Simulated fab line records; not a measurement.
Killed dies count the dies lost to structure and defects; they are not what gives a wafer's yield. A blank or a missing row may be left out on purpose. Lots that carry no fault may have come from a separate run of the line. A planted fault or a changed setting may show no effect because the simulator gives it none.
What tool caused it? -- flow nand_harc -- 24 lots (72 wafers sampled), 1 step of a 1302-step route

WHAT THE GAUGES READ, wafer by wafer
NHARC_A_CONTACT_OVL_MEAS_43. Usual: overlay_x_nm 0.3 nm, standard deviation 0.86; overlay_y_nm 0.1 nm, standard deviation 0.78.
lot,measured,on,overlay_x_nm (nm),overlay_y_nm (nm),flag
L074,day 21 22:53,overlay-01,1.0 0.8 1.5,-1.0 -1.1 -1.2,
L075,day 21 23:03,overlay-02,-0.8 -0.6 -0.8,-0.6 -0.9 -0.5,
L077,day 22 14:22,overlay-02,-1.2 -1.2 -1.5,0.7 0.1 -0.2,
L076,day 22 14:31,overlay-01,-0.5 -0.2 -0.8,1.1 0.3 0.4,
L078,day 23 09:10,overlay-01,-0.1 -0.8 -0.6,0.3 0.1 0.1,
L079,day 23 09:30,overlay-01,-0.5 -0.2 -0.2,-0.6 -0.2 -0.1,
L080,day 24 13:56,overlay-01,1.3 1.8 1.6,0.3 0.1 -0.4,
L081,day 24 14:20,overlay-01,2.0 1.7 2.2,-1.3 -1.2 -0.8,
L082,day 25 03:55,overlay-01,-0.3 0.0 -0.3,-1.0 -0.5 -0.6,
L083,day 25 09:05,overlay-01,0.4 1.1 0.3,-0.4 -0.4 -0.5,
L085,day 25 18:55,overlay-02,-0.5 -0.7 -0.5,1.0 1.3 0.8,
L084,day 25 23:46,overlay-02,1.8 1.0 1.1,1.4 1.2 1.2,
L086,day 26 11:31,overlay-02,0.8 0.2 1.4,-0.8 -0.5 -0.3,
L087,day 27 04:48,overlay-02,0.7 1.1 0.5,-1.0 -0.5 0.0,
L088,day 27 16:32,overlay-02,0.5 0.3 0.4,-1.4 -1.2 -0.5,
L089,day 27 16:55,overlay-01,0.8 0.3 0.4,-0.7 -0.7 -0.4,
L090,day 28 00:55,overlay-01,-0.6 -0.7 0.2,0.7 1.2 0.6,
L091,day 28 03:30,overlay-01,-0.4 -1.0 -0.5,0.6 0.5 0.6,
L092,day 28 20:28,overlay-01,1.5 0.8 0.6,0.1 0.2 0.2,
L094,day 29 11:56,overlay-02,0.8 0.9 0.4,0.7 0.9 0.7,
L093,day 29 12:05,overlay-02,-0.2 -0.1 0.2,0.1 0.6 0.5,
L095,day 30 06:14,overlay-01,1.8 0.8 1.1,0.2 0.2 0.2,
L096,day 30 18:22,overlay-02,0.7 0.1 0.4,0.9 1.3 1.2,
L097,day 30 20:41,overlay-02,-0.2 -0.6 -0.6,1.4 1.4 1.1,

EACH LOT AND THE TOOL THAT RAN IT (in order: tool; ch and the chambers of the sampled wafers; start)
The record holds no process step before these readings.

WHAT THE TOOLS THEMSELVES READ (means of the sampled wafers that have a number; where no wafer has one, the mark that the record gives instead)
The record holds no such reading with a usual standard deviation.

THE ANSWER, worked out from the rows above alone
Rule: a lot is off if the mean of its wafers that have a number lies more than 3 standard deviations from the usual mean. A lot without any number at a reading at which 4 lots or more have one is off too. Any other lot the step has rows for is counted as sound. First the gauges in route order, then the tools' own readings, where a lot's mean is used as printed above. At the first step where some lot is off, the reading lying furthest off is the one used; lots without a number count as furthest.
Nothing can be told from this: no lot is off at any reading shown.

WHAT THE SIMULATOR HAD PUT IN
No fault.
